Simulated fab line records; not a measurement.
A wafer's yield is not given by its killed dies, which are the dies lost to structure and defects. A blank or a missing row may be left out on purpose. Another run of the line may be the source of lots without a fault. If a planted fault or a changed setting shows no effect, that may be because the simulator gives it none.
What tool caused it?    flow n5-finfet    11 lots with 30 wafers sampled at 5 steps, on a route of 1938 steps

== WHAT THE GAUGES SHOWED, per wafer ==
Not one reading of a measure or inspect step in the record can be checked against a usual standard deviation.

== WHAT TOOL EACH LOT RAN ON (gives the tool, then ch and the chambers of the sampled wafers, and finally the start) ==
lot   N5_MOL_CONTACT_COAG_ETCH_65        N5_BEOL_M15_PRE_CLEAN_42      N5_MIM_TOP_ALD_00                 N5_PASSIVATION_PECVD_55          N5_PASSIVATION_PROBE_49
L221  rie-diel-04 ch 0,1,2, day 5 08:35  pvd-sputter-02, day 12 01:30  ald-hk-03 ch 0,1,2, day 12 05:32  pecvd-04 ch 0,1, day 12 10:53    -
L222  rie-diel-05 ch 1,3, day 5 10:02    pvd-sputter-03, day 12 02:47  ald-hk-01 ch 0,2,3, day 12 09:23  pecvd-01 ch 1,2, day 12 12:43    -
L223  rie-diel-06 ch 1,2,3, day 5 16:36  pvd-sputter-03, day 11 13:17  ald-hk-03 ch 0,2, day 11 16:24    pecvd-03 ch 0,2, day 11 19:45    -
L228  rie-diel-06 ch 3, day 6 20:52      pvd-sputter-02, day 12 23:10  ald-hk-03 ch 3, day 13 02:14      pecvd-03 ch 2, day 13 07:33      prober-01, day 13 18:19
L235  rie-diel-05 ch 0,2, day 8 15:16    pvd-sputter-03, day 15 06:17  ald-hk-02 ch 0,1,3, day 15 09:42  pecvd-01 ch 0,2, day 15 13:21    -
L237  rie-diel-05 ch 0,3, day 9 04:15    pvd-sputter-02, day 15 06:50  ald-hk-03 ch 1,2, day 15 10:24    pecvd-04 ch 0,1,2, day 15 13:23  -
L240  rie-diel-06 ch 2,3, day 9 23:19    pvd-sputter-02, day 16 14:05  ald-hk-02 ch 0,1,2, day 16 17:14  pecvd-04 ch 0,2, day 16 22:32    -
L241  rie-diel-06 ch 1,2, day 10 06:25   pvd-sputter-03, day 16 20:47  ald-hk-02 ch 2,3, day 17 00:25    pecvd-03 ch 0,1, day 17 03:54    -
L242  rie-diel-06 ch 1,2, day 10 07:10   pvd-sputter-02, day 16 19:43  ald-hk-01 ch 0,2,3, day 17 00:02  pecvd-04 ch 0,2, day 17 03:30    -
L243  rie-diel-04 ch 0,3, day 10 20:23   pvd-sputter-03, day 17 02:07  ald-hk-02 ch 0,1,2, day 17 05:21  pecvd-04 ch 0,2, day 17 08:52    -
L244  rie-diel-06 ch 0,1, day 11 04:09   pvd-sputter-02, day 17 02:21  ald-hk-03 ch 2,3, day 17 05:34    pecvd-03 ch 0,2, day 17 08:55    -
- N5_MOL_CONTACT_COAG_ETCH_65: etches underlayer in N2/H2, target depth 13 nm, time 10.4 s.
- N5_BEOL_M15_PRE_CLEAN_42: time 30 s.
- N5_MIM_TOP_ALD_00: deposits Al2O3, purge time 3 s, co reactant pulse time 3 s.
- N5_PASSIVATION_PECVD_55: deposits SiO2 from SiH4/N2O, target thk 400 nm, time 22.5 s.
- N5_PASSIVATION_PROBE_49

== AS READ BY THE TOOLS THEMSELVES (means over the sampled wafers that have a number; for cases with no such wafer, the mark the record gives instead) ==
N5_MOL_CONTACT_COAG_ETCH_65. Usual: drypump-motor-current-A 5.6 A, standard deviation 0.6; etch-rf-on-time-s 10.30 s, standard deviation 0.22; oes-product-au 0.65 a.u., standard deviation 0.069; rf-vpp-V 524.0 V, standard deviation 2.6; showerhead-plenum-p-Torr 2.55 Torr, standard deviation 0.088; throttle-valve-pct 17.95 %, standard deviation 0.25.
lot   tool         drypump-motor-current-A (A)  etch-rf-on-time-s (s)  oes-product-au (a.u.)  rf-vpp-V (V)  showerhead-plenum-p-Torr (Torr)  throttle-valve-pct (%)  flag
L221  rie-diel-04  6.1                          10.24                  0.62                   525.4         2.59                             18.07                   
L222  rie-diel-05  5.7                          10.23                  0.60                   521.0         2.48                             18.24                   
L223  rie-diel-06  5.3                          10.39                  0.67                   524.5         2.60                             17.78                   
L228  rie-diel-06  5.9                          10.35                  0.70                   525.1         2.58                             17.80                   
L235  rie-diel-05  5.1                          10.19                  0.69                   524.1         2.52                             17.67                   
L237  rie-diel-05  5.8                          9.97                   0.73                   524.1         2.54                             17.87                   
L240  rie-diel-06  5.4                          10.41                  0.67                   526.8         2.64                             17.77                   
L241  rie-diel-06  4.9                          10.44                  0.61                   524.1         2.56                             17.88                   
L242  rie-diel-06  4.9                          10.41                  0.62                   524.5         2.56                             17.88                   
L243  rie-diel-04  6.5                          10.31                  0.63                   524.5         2.57                             18.05                   
L244  rie-diel-06  5.5                          10.49                  0.71                   522.2         2.50                             17.91                   

N5_BEOL_M15_PRE_CLEAN_42. Usual: heater-power-w reads 470 W (standard deviation 84).
lot   tool            heater-power-w (W)  flag
L221  pvd-sputter-02  521                 
L222  pvd-sputter-03  515                 
L223  pvd-sputter-03  519                 
L228  pvd-sputter-02  548                 
L235  pvd-sputter-03  517                 
L237  pvd-sputter-02  492                 
L240  pvd-sputter-02  473                 
L241  pvd-sputter-03  446                 
L242  pvd-sputter-02  487                 
L243  pvd-sputter-03  492                 
L244  pvd-sputter-02  388                 

N5_MIM_TOP_ALD_00. Usual: precursor-pulse-height-rel reads 0.998 (standard deviation 0.017).
lot   tool       precursor-pulse-height-rel  flag
L221  ald-hk-03  1.006                       
L222  ald-hk-01  1.009                       
L223  ald-hk-03  0.983                       
L228  ald-hk-03  0.963                       
L235  ald-hk-02  1.000                       
L237  ald-hk-03  1.002                       
L240  ald-hk-02  1.008                       
L241  ald-hk-02  0.977                       
L242  ald-hk-01  0.996                       
L243  ald-hk-02  0.995                       
L244  ald-hk-03  0.988                       

N5_PASSIVATION_PECVD_55. Usual: heater-power-w 624 W, standard deviation 110; showerhead-plenum-p-Torr 8.19 Torr, standard deviation 0.051; throttle-valve-pct 51.7 %, standard deviation 3.
lot   tool      heater-power-w (W)  showerhead-plenum-p-Torr (Torr)  throttle-valve-pct (%)  flag
L221  pecvd-04  583                 8.23                             55.2                    
L222  pecvd-01  760                 8.20                             51.9                    
L223  pecvd-03  636                 8.15                             49.9                    
L228  pecvd-03  732                 8.14                             49.3                    
L235  pecvd-01  658                 8.26                             51.9                    
L237  pecvd-04  618                 8.20                             52.3                    
L240  pecvd-04  593                 8.23                             52.4                    
L241  pecvd-03  496                 8.16                             51.6                    
L242  pecvd-04  597                 8.24                             52.5                    
L243  pecvd-04  591                 8.25                             52.5                    
L244  pecvd-03  604                 8.14                             50.5                    

N5_PASSIVATION_PROBE_49. Usual: defect-limited-yield 91.4 %, standard deviation 1.5; killed_at_M0_to_M3 36, standard deviation 11; killed_at_M4_up 14, standard deviation 6; killed-at-contacts 11, standard deviation 6; killed-at-front-end 37, standard deviation 11; killed-at-other 4, standard deviation 3.4; killed-dies 102, standard deviation 18; killed-on-rim 13, standard deviation 3.5; killed-open 66, standard deviation 13; killed-short 34, standard deviation 7.8; sort_bin_5_function 5.0 %, standard deviation 0.97; sort_bin_6_memory 3.2 %, standard deviation 0.7; sort_bin_8_speed 0.0 %, standard deviation 0.38; sort-n-pass 1078, standard deviation 19; sort-yield-pct 91.3 %, standard deviation 1.6.
lot   tool       defect-limited-yield (%)  killed_at_M0_to_M3  killed_at_M4_up  killed-at-contacts  killed-at-front-end  killed-at-other  killed-dies  killed-on-rim  killed-open  killed-short  sort_bin_5_function (%)  sort_bin_6_memory (%)  sort_bin_8_speed (%)  sort-n-pass  sort-yield-pct (%)  flag
L228  prober-01  85.3                      41                  19               89                  24                   0                173          23             74           28            9.3                      3.1                    0.0                   1007         85.3                OFF

== THE ANSWER, worked out from the rows above alone ==
Rule: a lot is off if the mean of its wafers that have a number lies more than 3 standard deviations from the usual mean. Also off: a lot with no number at a reading for which 4 or more lots have one. Any other lot the step has rows for is counted as sound. The gauges are gone through in route order, then the tools' own readings, and for those a lot's mean is taken as printed above. At the first step where some lot is off, the reading lying furthest off is the one used; lots without a number count as furthest.
Off: L228, at N5_PASSIVATION_PROBE_49 (killed-at-contacts). Neither off nor sound, because the step has no rows for them: L221, L222, L223, L235, L237, L240, L241, L242, L243, L244.
If a tool, at that step or one of the process steps before it, ran each lot that is off and ran no sound lot following the first of them, it fits. Can't be told from this: 5 tools fit, rie-diel-06 at N5_MOL_CONTACT_COAG_ETCH_65, pvd-sputter-02 at N5_BEOL_M15_PRE_CLEAN_42, ald-hk-03 at N5_MIM_TOP_ALD_00, pecvd-03 at N5_PASSIVATION_PECVD_55, prober-01 at N5_PASSIVATION_PROBE_49.

== WHAT HAD BEEN PUT IN BY THE SIMULATOR ==
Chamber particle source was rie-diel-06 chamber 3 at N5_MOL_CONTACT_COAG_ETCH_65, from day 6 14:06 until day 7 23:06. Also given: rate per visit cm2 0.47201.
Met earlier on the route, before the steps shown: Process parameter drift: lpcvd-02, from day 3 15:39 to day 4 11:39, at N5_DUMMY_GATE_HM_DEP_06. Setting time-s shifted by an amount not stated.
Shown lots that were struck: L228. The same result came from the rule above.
